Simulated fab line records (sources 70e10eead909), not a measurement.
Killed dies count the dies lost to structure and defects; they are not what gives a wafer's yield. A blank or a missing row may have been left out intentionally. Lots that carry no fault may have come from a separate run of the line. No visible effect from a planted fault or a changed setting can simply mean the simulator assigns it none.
fab line records	flow nand-harc
record: lots: 24	wafers: 72	last-day: 35
route steps=1302 shown A_SLIT@935 A_SIN_REMOVE@951 A_WL_FILL@958 A_CONTACT@998
lots with no fault: from the same line, run without faults
start-h: the number of hours between the record's first day and the start of the first shown wafer of the lot	wait-h: hours from the lot's prior step to this one	" unchanged from the row above	L1.1+2: several wafers, shown together as one row	- value missing, or start not given	* or withheld: withheld	< > ~ a bound
route shown NAME@n: names a module that has steps shown in the file, with the first one's number in the route	usual: mean/standard deviation taken from wafers without a fault	same: alike in all rows	chamber/n: place in a boat	sites: readings site by site	_std_site: the standard deviation of these	_edge_site: the outer-site mean with the inner-site mean subtracted	radius-mm: how far each site lies from the wafer's centre	mask NAME#n: copy n	behind: the tool/chamber that last shaped the wafer	hold: the reason the lot was held/the length of the hold in hours/how it ended	device: names the non-switching transistor (n, p or np)	end of line: tests of these same wafers at the route's end	a step given without rows: its recipe and nothing more	killed: dies that structure and defects cost at the first sort, which is not the same as the wafer's yield	map: a wafer's dies, marking killed ones x, the rest . and places with no die _
set.NAME: the setting the step ran with; set.NAME@STEP: the setting that earlier step ran with	model.NAME: the simulator's own value behind a step, which no gauge read
one table for each step of the route and one row for each wafer, over a sample of lots
services: from which hour (start-h, from the record's first day; less than 0 if before it) a tool's chamber was out of use, for how many hours, and why
== steps ==
step: NHARC_A_SLIT_INSPECT_11
usual: raw-defect-count: 57/26
lot.wafer	tool	chamber	start-h	wait-h	raw-defect-count
L075.1	defect-inspect-01	-	466.11	0.0	65
L075.3	"	-	"	"	54
L075.4	"	-	"	"	74
L074.2	defect-inspect-01	-	466.92	0.0	26
L074.3	"	-	"	"	33
L074.5	"	-	"	"	17
L076.2	defect-inspect-02	-	467.99	0.0	53
L076.4	"	-	"	"	59
L076.5	"	-	"	"	51
L077.1	defect-inspect-02	-	494.42	0.0	58
L077.5	"	-	"	"	73
L077.6	"	-	"	"	56
L082.2	defect-inspect-01	-	546.67	0.0	83
L082.3	"	-	"	"	81
L082.6	"	-	"	"	72
L081.1	defect-inspect-01	-	547.46	0.0	12
L081.3	"	-	"	"	21
L081.6	"	-	"	"	16
L078.1	defect-inspect-01	-	550.21	0.0	80
L078.3	"	-	"	"	103
L078.5	"	-	"	"	89
L084.3	defect-inspect-02	-	563.76	0.0	95
L084.4	"	-	"	"	85
L084.5	"	-	"	"	72
L080.2	defect-inspect-01	-	563.92	0.0	87
L080.4	"	-	"	"	82
L080.5	"	-	"	"	78
L083.1	defect-inspect-02	-	567.57	0.0	37
L083.2	"	-	"	"	51
L083.4	"	-	"	"	38
L079.1	defect-inspect-01	-	585.59	0.0	20
L079.3	"	-	"	"	10
L079.5	"	-	"	"	19
L085.3	defect-inspect-01	-	585.83	0.1	75
L085.4	"	-	"	"	81
L085.6	"	-	"	"	69
L086.1	defect-inspect-01	-	588.89	0.0	38
L086.3	"	-	"	"	42
L086.4	"	-	"	"	51
L088.3	defect-inspect-02	-	589.73	0.0	65
L088.4	"	-	"	"	66
L088.5	"	-	"	"	66
L087.1	defect-inspect-01	-	593.50	0.0	52
L087.2	"	-	"	"	43
L087.5	"	-	"	"	47
L089.4	defect-inspect-01	-	597.85	0.0	80
L089.5	"	-	"	"	85
L089.6	"	-	"	"	100
L090.1	defect-inspect-02	-	602.49	0.0	66
L090.3	"	-	"	"	65
L090.5	"	-	"	"	70
L091.1	defect-inspect-02	-	603.88	0.0	76
L091.5	"	-	"	"	55
L091.6	"	-	"	"	63
L092.1	defect-inspect-02	-	635.09	0.0	51
L092.5	"	-	"	"	84
L092.6	"	-	"	"	58
L093.1	defect-inspect-01	-	646.67	0.0	37
L093.2	"	-	"	"	41
L093.5	"	-	"	"	31
L094.1	defect-inspect-02	-	647.62	0.0	91
L094.2	"	-	"	"	86
L094.3	"	-	"	"	67
L095.1	defect-inspect-01	-	682.64	0.0	11
L095.3	"	-	"	"	12
L095.5	"	-	"	"	12
L096.3	defect-inspect-02	-	684.55	0.0	82
L096.5	"	-	"	"	84
L096.6	"	-	"	"	98
L097.2	defect-inspect-02	-	718.48	0.0	24
L097.3	"	-	"	"	10
L097.6	"	-	"	"	13
step: NHARC_A_SIN_REMOVE_INSPECT_04
usual: raw-defect-count: 376/80
lot.wafer	tool	chamber	start-h	wait-h	raw-defect-count
L074.2	defect-inspect-02	-	479.20	0.0	227
L074.3	"	-	"	"	235
L074.5	"	-	"	"	349
L075.1	defect-inspect-02	-	479.21	0.0	423
L075.3	"	-	"	"	382
L075.4	"	-	"	"	410
L076.2	defect-inspect-02	-	482.86	0.0	273
L076.4	"	-	"	"	349
L076.5	"	-	"	"	346
L077.1	defect-inspect-02	-	507.45	0.0	389
L077.5	"	-	"	"	502
L077.6	"	-	"	"	349
L082.2	defect-inspect-02	-	560.12	0.0	299
L082.3	"	-	"	"	307
L082.6	"	-	"	"	378
L081.1	defect-inspect-02	-	563.94	0.1	366
L081.3	"	-	"	"	326
L081.6	"	-	"	"	309
L078.1	defect-inspect-02	-	567.76	0.0	298
L078.3	"	-	"	"	355
L078.5	"	-	"	"	258
L084.3	defect-inspect-01	-	576.87	0.0	365
L084.4	"	-	"	"	439
L084.5	"	-	"	"	289
L080.2	defect-inspect-01	-	580.59	0.0	290
L080.4	"	-	"	"	298
L080.5	"	-	"	"	341
L083.1	defect-inspect-02	-	584.56	0.0	576
L083.2	"	-	"	"	403
L083.4	"	-	"	"	330
L079.1	defect-inspect-02	-	598.61	0.0	414
L079.3	"	-	"	"	507
L079.5	"	-	"	"	339
L085.3	defect-inspect-01	-	598.61	0.0	440
L085.4	"	-	"	"	425
L085.6	"	-	"	"	356
L086.1	defect-inspect-02	-	602.96	0.0	347
L086.3	"	-	"	"	385
L086.4	"	-	"	"	373
L087.1	defect-inspect-02	-	608.28	0.0	287
L087.2	"	-	"	"	377
L087.5	"	-	"	"	342
L088.3	defect-inspect-01	-	608.28	0.0	350
L088.4	"	-	"	"	460
L088.5	"	-	"	"	491
L089.4	defect-inspect-02	-	611.92	0.0	437
L089.5	"	-	"	"	390
L089.6	"	-	"	"	406
L090.1	defect-inspect-02	-	615.70	0.0	383
L090.3	"	-	"	"	399
L090.5	"	-	"	"	374
L091.1	defect-inspect-02	-	618.68	0.0	543
L091.5	"	-	"	"	439
L091.6	"	-	"	"	461
L092.1	defect-inspect-02	-	648.12	0.0	268
L092.5	"	-	"	"	324
L092.6	"	-	"	"	328
L093.1	defect-inspect-01	-	659.62	0.0	496
L093.2	"	-	"	"	356
L093.5	"	-	"	"	370
L094.1	defect-inspect-02	-	659.62	0.0	566
L094.2	"	-	"	"	457
L094.3	"	-	"	"	368
L095.1	defect-inspect-02	-	696.02	0.0	492
L095.3	"	-	"	"	232
L095.5	"	-	"	"	295
L096.3	defect-inspect-01	-	696.02	0.0	392
L096.5	"	-	"	"	504
L096.6	"	-	"	"	455
L097.2	defect-inspect-01	-	731.45	0.0	391
L097.3	"	-	"	"	360
L097.6	"	-	"	"	374
step: NHARC_A_WL_FILL_ETCHBACK_05
recipe: target-depth-a: 220	time-s: 60	temp-c: 40	chemistry: Cl2/BCl3
usual: drypump-motor-current-A: 5.4/0.45	oes-product-au: 0.999/0.0099
lot.wafer	tool	chamber	start-h	wait-h	drypump-motor-current-A	oes-product-au	rf-hours-counter-h
L075.1	rie-metal-01	1	480.97	0.2	5.4	1.005	1.4
L075.4	"	0	"	"	5.0	0.994	-
L075.3	"	1	"	"	5.5	1.008	-
L074.2	rie-metal-03	1	481.02	0.3	4.9	0.988	-
L074.3	"	1	"	"	4.9	0.992	-
L074.5	"	1	"	"	4.9	0.986	-
L076.2	rie-metal-01	1	485.92	0.2	5.4	1.004	1.7
L076.4	"	1	"	"	5.5	1.012	-
L076.5	"	1	"	"	5.4	1.003	-
L077.1	rie-metal-03	1	509.26	0.4	4.9	0.998	3.7
L077.5	"	1	"	"	4.9	1.003	-
L077.6	"	1	"	"	4.9	1.001	-
L082.2	rie-metal-03	0	561.71	0.2	5.5	0.990	0.4
L082.3	"	0	"	"	5.5	0.993	-
L082.6	"	0	"	"	5.5	0.996	-
L081.1	rie-metal-01	0	567.89	0.2	5.0	0.980	2.6
L081.3	"	0	"	"	5.0	0.985	-
L081.6	"	0	"	"	5.0	0.989	-
L078.1	rie-metal-02	0	569.36	0.2	5.9	1.005	1.4
L078.3	"	1	"	"	6.2	0.994	-
L078.5	"	0	"	"	5.9	1.004	-
L084.4	rie-metal-02	1	578.67	0.2	6.2	0.993	-
L084.3	"	0	"	"	5.9	1.013	-
L084.5	"	1	"	"	6.2	0.982	-
L080.2	rie-metal-03	0	582.20	0.2	5.4	0.991	1.1
L080.4	"	0	"	"	5.5	1.001	-
L080.5	"	1	"	"	4.9	0.990	-
L083.1	rie-metal-01	0	586.16	0.2	5.0	1.001	0.1
L083.2	"	1	"	"	5.4	1.002	0.1
L083.4	"	1	"	"	5.4	1.012	-
L079.1	rie-metal-03	1	600.19	0.2	4.9	0.992	1.5
L079.3	"	1	"	"	5.0	0.991	-
L079.5	"	0	"	"	5.5	1.005	-
L085.3	rie-metal-01	1	600.48	0.2	5.5	1.019	-
L085.4	"	0	"	"	5.0	1.017	-
L085.6	"	1	"	"	5.4	1.018	-
L086.1	rie-metal-02	0	604.73	0.2	5.9	1.005	2.1
L086.4	"	1	"	"	6.2	1.007	-
L086.3	"	0	"	"	5.9	1.001	-
L087.1	rie-metal-03	0	609.87	0.2	5.4	0.981	1.8
L087.2	"	1	"	"	4.9	0.982	1.8
L087.5	"	0	"	"	5.5	0.999	-
L088.3	rie-metal-01	0	610.06	0.2	5.0	1.016	-
L088.4	"	1	"	"	5.4	1.019	-
L088.5	"	1	"	"	5.4	1.018	-
L089.4	rie-metal-03	0	613.71	0.2	5.4	0.993	-
L089.5	"	0	"	"	5.5	0.989	-
L089.6	"	1	"	"	4.9	0.994	-
L090.1	rie-metal-01	0	617.30	0.2	5.0	1.002	1.0
L090.3	"	0	"	"	5.0	1.011	-
L090.5	"	0	"	"	5.0	1.012	-
L091.1	rie-metal-03	0	621.80	0.2	5.4	0.996	2.2
L091.5	"	0	"	"	5.4	0.992	-
L091.6	"	1	"	"	4.9	0.994	-
L092.1	rie-metal-02	1	649.80	0.3	6.2	0.991	0.1
L092.6	"	0	"	"	5.9	1.002	-
L092.5	"	1	"	"	6.2	0.995	-
L093.1	rie-metal-02	0	661.21	0.2	5.9	0.997	0.4
L093.2	"	1	"	"	6.2	1.000	0.4
L093.5	"	0	"	"	5.9	0.997	-
L094.2	rie-metal-03	1	661.38	0.2	4.9	0.988	2.7
L094.1	"	0	"	"	5.5	1.001	2.7
L094.3	"	0	"	"	5.5	0.994	-
L096.3	rie-metal-01	1	697.62	0.2	5.5	1.024	-
L096.5	"	1	"	"	5.5	1.000	-
L096.6	"	0	"	"	5.0	0.999	-
L095.1	rie-metal-02	0	697.77	0.2	5.9	0.994	1.0
L095.3	"	0	"	"	5.9	0.986	-
L095.5	"	1	"	"	6.2	0.987	-
L097.2	rie-metal-03	0	733.07	0.2	5.5	0.992	0.6
L097.3	"	1	"	"	4.9	0.989	-
L097.6	"	0	"	"	5.5	1.007	-
step: NHARC_A_WL_FILL_CVD_20
recipe: target-thk-a: 1000	temp-c: 400	pressure-torr: 40	wf6-flow-sccm: 40	h2-flow-sccm: 1600	ar-flow-sccm: 1560	time-s: 74	material: W
usual: heater-power-w: 869/47	mfc-ar-sccm: 1558/5.2	mfc-h2-sccm: 1600/4.7	throttle-valve-pct: 7.85/0.3
lot.wafer	tool	chamber	start-h	wait-h	heater-power-w	mfc-ar-sccm	mfc-h2-sccm	throttle-valve-pct
L075.1	cvd-w-01	0	-	-	840	1561	1601	8.10
L075.4	"	0	"	"	837	1559	1602	8.32
L075.3	"	1	"	"	799	1562	1599	8.40
L074.2	cvd-w-02	0	-	-	845	1569	1602	7.55
L074.3	"	1	"	"	924	1560	1597	7.69
L074.5	"	0	"	"	872	1569	1606	7.43
L076.2	cvd-w-01	0	-	-	835	1556	1607	8.14
L076.4	"	1	"	"	823	1560	1605	8.04
L076.5	"	1	"	"	822	1566	1601	8.43
L077.1	cvd-w-02	1	-	-	943	1556	1603	7.68
L077.5	"	1	"	"	971	1556	1602	7.62
L077.6	"	0	"	"	867	1558	1602	7.57
L082.2	cvd-w-02	1	-	-	927	1560	1596	7.67
L082.3	"	0	"	"	869	1550	1593	7.36
L082.6	"	0	"	"	829	1556	1596	7.52
L081.1	cvd-w-02	0	-	-	863	1560	1600	7.68
L081.3	"	1	"	"	948	1566	1587	7.81
L081.6	"	1	"	"	959	1560	1590	7.82
L078.1	cvd-w-01	0	-	-	845	1568	1606	7.90
L078.3	"	0	"	"	866	1561	1606	7.96
L078.5	"	0	"	"	843	1554	1605	8.05
L084.3	cvd-w-02	0	-	-	851	1561	1606	7.88
L084.4	"	0	"	"	847	1564	1609	7.68
L084.5	"	0	"	"	853	1554	1602	7.80
L080.2	cvd-w-02	1	-	-	944	1549	1605	7.67
L080.4	"	0	"	"	842	1555	1594	7.54
L080.5	"	0	"	"	865	1555	1600	7.82
L083.2	cvd-w-01	0	-	-	844	1558	1601	7.68
L083.1	"	1	"	"	817	1563	1597	8.32
L083.4	"	0	"	"	836	1557	1599	7.81
L085.4	cvd-w-01	1	-	-	804	1558	1600	8.31
L085.3	"	0	"	"	837	1557	1603	7.79
L085.6	"	0	"	"	845	1559	1599	7.92
L079.1	cvd-w-02	1	-	-	950	1559	1607	7.48
L079.3	"	1	"	"	932	1556	1600	7.50
L079.5	"	0	"	"	863	1555	1601	7.73
L086.1	cvd-w-01	0	-	-	861	1564	1600	7.64
L086.3	"	1	"	"	801	1560	1594	8.40
L086.4	"	0	"	"	856	1561	1595	7.87
L087.1	cvd-w-02	1	-	-	955	1567	1602	7.76
L087.2	"	0	"	"	843	1559	1605	7.80
L087.5	"	0	"	"	835	1555	1602	7.67
L088.4	cvd-w-01	1	-	-	827	1553	1601	8.29
L088.3	"	0	"	"	830	1551	1603	7.87
L088.5	"	0	"	"	847	1552	1594	7.96
L089.4	cvd-w-01	1	-	-	814	1565	1588	8.37
L089.5	"	1	"	"	807	1558	1600	8.22
L089.6	"	0	"	"	832	1558	1595	7.75
L090.1	cvd-w-01	0	-	-	849	1561	1600	8.05
L090.3	"	1	"	"	813	1550	1601	8.45
L090.5	"	1	"	"	828	1553	1605	8.21
L091.1	cvd-w-01	0	-	-	853	1555	1603	8.06
L091.5	"	0	"	"	832	1548	1602	7.75
L091.6	"	1	"	"	835	1550	1599	8.38
L092.1	cvd-w-02	0	-	-	862	1556	1603	7.43
L092.5	"	0	"	"	859	1553	1601	7.43
L092.6	"	1	"	"	941	1563	1600	7.87
L094.2	cvd-w-02	0	-	-	856	1558	1611	7.37
L094.1	"	1	"	"	941	1568	1598	7.71
L094.3	"	0	"	"	870	1546	1605	7.47
L093.1	cvd-w-02	0	-	-	849	1560	1605	7.33
L093.2	"	1	"	"	916	1562	1598	7.74
L093.5	"	0	"	"	866	1551	1599	7.58
L095.1	cvd-w-02	1	-	-	957	1554	1604	7.81
L095.3	"	0	"	"	873	1564	1597	7.74
L095.5	"	0	"	"	877	1556	1594	7.54
L096.3	cvd-w-02	0	-	-	867	1556	1591	7.33
L096.6	"	0	"	"	852	1550	1600	7.56
L096.5	"	1	"	"	926	1569	1602	7.95
L097.2	cvd-w-02	0	-	-	852	1557	1593	7.74
L097.3	"	1	"	"	925	1560	1599	7.93
L097.6	"	1	"	"	938	1560	1590	7.72
step: NHARC_A_CONTACT_OVL_MEAS_43
usual: overlay-x-nm: 0.0/0.97	overlay-y-nm: -0.4/0.77
lot.wafer	tool	chamber	start-h	wait-h	overlay-x-nm	overlay-y-nm
L075.1	overlay-02	-	503.78	-	-0.9	-0.7
L075.3	"	-	"	"	-0.7	-0.2
L075.4	"	-	"	"	-0.5	-0.7
L074.2	overlay-01	-	504.64	-	-0.1	0.8
L074.3	"	-	"	"	0.8	0.1
L074.5	"	-	"	"	0.1	0.7
L076.2	overlay-01	-	510.52	-	-0.9	-1.4
L076.4	"	-	"	"	-1.9	-0.7
L076.5	"	-	"	"	-1.3	-1.0
L077.1	overlay-02	-	532.35	-	-0.7	-0.6
L077.5	"	-	"	"	-0.8	-0.5
L077.6	"	-	"	"	-0.8	-0.8
L082.2	overlay-01	-	585.16	-	1.1	-0.5
L082.3	"	-	"	"	1.7	-0.4
L082.6	"	-	"	"	1.0	-0.4
L081.1	overlay-01	-	592.33	-	-1.7	-1.3
L081.3	"	-	"	"	-1.4	-0.9
L081.6	"	-	"	"	-1.9	-1.6
L078.1	overlay-01	-	593.13	-	0.2	0.4
L078.3	"	-	"	"	0.0	0.0
L078.5	"	-	"	"	0.4	-0.7
L084.3	overlay-01	-	601.01	-	0.4	0.0
L084.4	"	-	"	"	0.4	-0.7
L084.5	"	-	"	"	0.8	-1.0
L080.2	overlay-01	-	608.62	-	-0.5	0.0
L080.4	"	-	"	"	-0.8	0.2
L080.5	"	-	"	"	-0.3	0.6
L083.1	overlay-02	-	617.56	-	0.1	-1.0
L083.2	"	-	"	"	0.3	-1.0
L083.4	"	-	"	"	-0.3	-1.0
L085.3	overlay-02	-	629.10	-	1.1	0.6
L085.4	"	-	"	"	0.4	0.9
L085.6	"	-	"	"	1.2	0.1
L086.1	overlay-02	-	629.86	-	1.5	-0.8
L086.3	"	-	"	"	2.2	-1.0
L086.4	"	-	"	"	1.7	-1.2
L079.1	overlay-02	-	630.03	-	0.3	1.6
L079.3	"	-	"	"	-0.4	2.0
L079.5	"	-	"	"	-0.3	1.6
L087.1	overlay-02	-	639.03	-	-1.1	-0.5
L087.2	"	-	"	"	-0.7	-0.9
L087.5	"	-	"	"	-0.6	-0.2
L088.3	overlay-01	-	639.19	-	1.4	-1.0
L088.4	"	-	"	"	1.0	-0.9
L088.5	"	-	"	"	1.3	-0.2
L089.4	overlay-01	-	643.71	-	-0.7	-0.7
L089.5	"	-	"	"	-0.3	0.0
L089.6	"	-	"	"	-1.2	-0.2
L090.1	overlay-02	-	648.87	-	2.1	-0.2
L090.3	"	-	"	"	1.5	-0.3
L090.5	"	-	"	"	1.9	-0.7
L091.1	overlay-01	-	655.76	-	-1.7	0.2
L091.5	"	-	"	"	-1.6	0.4
L091.6	"	-	"	"	-1.3	0.5
L092.1	overlay-02	-	680.58	-	0.0	0.7
L092.5	"	-	"	"	-0.3	0.7
L092.6	"	-	"	"	-0.5	0.8
L093.1	overlay-01	-	688.64	-	-0.8	-0.1
L093.2	"	-	"	"	-0.2	-0.3
L093.5	"	-	"	"	-0.7	0.1
L094.1	overlay-01	-	688.87	-	-0.6	-1.3
L094.2	"	-	"	"	0.0	-1.6
L094.3	"	-	"	"	0.2	-1.3
L095.1	overlay-01	-	722.89	-	-0.1	-0.9
L095.3	"	-	"	"	0.5	-0.3
L095.5	"	-	"	"	0.1	-0.8
L096.3	overlay-02	-	723.04	-	0.9	-1.1
L096.5	"	-	"	"	0.9	-1.3
L096.6	"	-	"	"	1.6	-1.5
L097.2	overlay-02	-	756.80	-	0.4	0.1
L097.3	"	-	"	"	-0.1	0.0
L097.6	"	-	"	"	0.6	0.3
step: NHARC_A_CONTACT_ETCH_112
recipe: source-w: withheld	pressure-mtorr: 20	bias-v: 3000	time-s: 190	target-depth-a: 18500	ar-flow-sccm: withheld	c4f8-flow-sccm: withheld	o2-flow-sccm: withheld	chemistry: C4F8/O2/Ar
lot.wafer	tool	chamber	start-h	wait-h	rf-hours-counter-h
L075.1	har-cap-etch-03	1	505.89	0.2	38
L075.3	"	1	"	"	-
L075.4	"	0	"	"	-
L074.2	har-cap-etch-02	1	506.89	0.2	84
L074.3	"	1	"	"	-
L074.5	"	1	"	"	-
L076.2	har-cap-etch-02	0	512.79	0.2	86
L076.4	"	0	"	"	-
L076.5	"	0	"	"	-
L077.1	har-cap-etch-03	1	534.49	0.2	47
L077.5	"	1	"	"	-
L077.6	"	0	"	"	-
L082.2	har-cap-etch-03	1	587.36	0.2	49
L082.3	"	0	"	"	-
L082.6	"	1	"	"	-
L081.1	har-cap-etch-02	0	594.44	0.2	93
L081.3	"	1	"	"	-
L081.6	"	1	"	"	-
L078.1	har-cap-etch-01	0	595.25	0.2	6
L078.3	"	0	"	"	-
L078.5	"	0	"	"	-
L084.4	har-cap-etch-02	0	603.35	0.2	-
L084.3	"	1	"	"	-
L084.5	"	0	"	"	-
L080.2	har-cap-etch-02	0	610.74	0.2	97
L080.4	"	0	"	"	-
L080.5	"	1	"	"	-
L083.1	har-cap-etch-03	1	619.74	0.2	55
L083.2	"	0	"	"	55
L083.4	"	0	"	"	-
L085.3	har-cap-etch-01	0	631.28	0.2	-
L085.4	"	1	"	"	-
L085.6	"	0	"	"	-
L086.1	har-cap-etch-03	0	632.38	0.2	59
L086.3	"	1	"	"	-
L086.4	"	0	"	"	-
L079.1	har-cap-etch-01	1	633.84	0.2	15
L079.3	"	0	"	"	-
L079.5	"	1	"	"	-
L087.2	har-cap-etch-02	1	641.17	0.2	104
L087.1	"	0	"	"	104
L087.5	"	0	"	"	-
L088.3	har-cap-etch-01	0	641.37	0.2	-
L088.4	"	1	"	"	-
L088.5	"	1	"	"	-
L089.4	har-cap-etch-03	1	646.26	0.2	-
L089.5	"	1	"	"	-
L089.6	"	0	"	"	-
L090.1	har-cap-etch-01	1	651.06	0.2	20
L090.3	"	0	"	"	-
L090.5	"	0	"	"	-
L091.1	har-cap-etch-01	1	657.88	0.2	22
L091.6	"	1	"	"	-
L091.5	"	0	"	"	-
L092.1	har-cap-etch-01	1	682.70	0.2	29
L092.6	"	1	"	"	-
L092.5	"	0	"	"	-
L093.2	har-cap-etch-03	1	690.85	0.2	75
L093.1	"	0	"	"	75
L093.5	"	1	"	"	-
L094.1	har-cap-etch-01	0	690.99	0.2	31
L094.2	"	1	"	"	31
L094.3	"	0	"	"	-
L095.1	har-cap-etch-03	0	725.01	0.2	79
L095.3	"	0	"	"	-
L095.5	"	0	"	"	-
L096.3	har-cap-etch-01	1	725.25	0.2	-
L096.5	"	0	"	"	-
L096.6	"	1	"	"	-
L097.2	har-cap-etch-03	0	758.95	0.2	83
L097.3	"	1	"	"	-
L097.6	"	0	"	"	-
== services ==
tool	chamber	start-h	hours	kind
cvd-w-02	0	463.07	-	clean
rie-metal-03	0	469.08	45.9	repair
rie-metal-01	-	477.29	0.5	repair
cvd-w-02	1	482.10	3.6	repair
har-cap-etch-01	-	497.00	17.0	pm
cvd-w-01	-	497.86	2.2	repair
rie-metal-03	-	519.18	9.0	pm
rie-metal-02	0	534.89	7.6	repair
rie-metal-02	-	540.10	0.1	repair
cvd-w-01	-	550.64	13.0	pm
rie-metal-01	-	575.00	9.0	pm
cvd-w-02	1	590.24	4.5	repair
har-cap-etch-02	-	619.11	1.3	repair
rie-metal-01	0	626.91	3.8	repair
rie-metal-02	-	631.00	9.0	pm
cvd-w-02	-	631.07	13.0	pm
rie-metal-01	-	664.09	0.8	repair
rie-metal-03	-	696.18	9.0	pm
rie-metal-03	-	705.18	0.6	repair
cvd-w-01	1	708.69	9.3	repair
cvd-w-01	-	731.64	13.0	pm
cvd-w-01	0	750.97	63.3	repair
rie-metal-01	-	752.00	9.0	pm
har-cap-etch-02	-	754.00	17.0	pm
== key ==
fault none
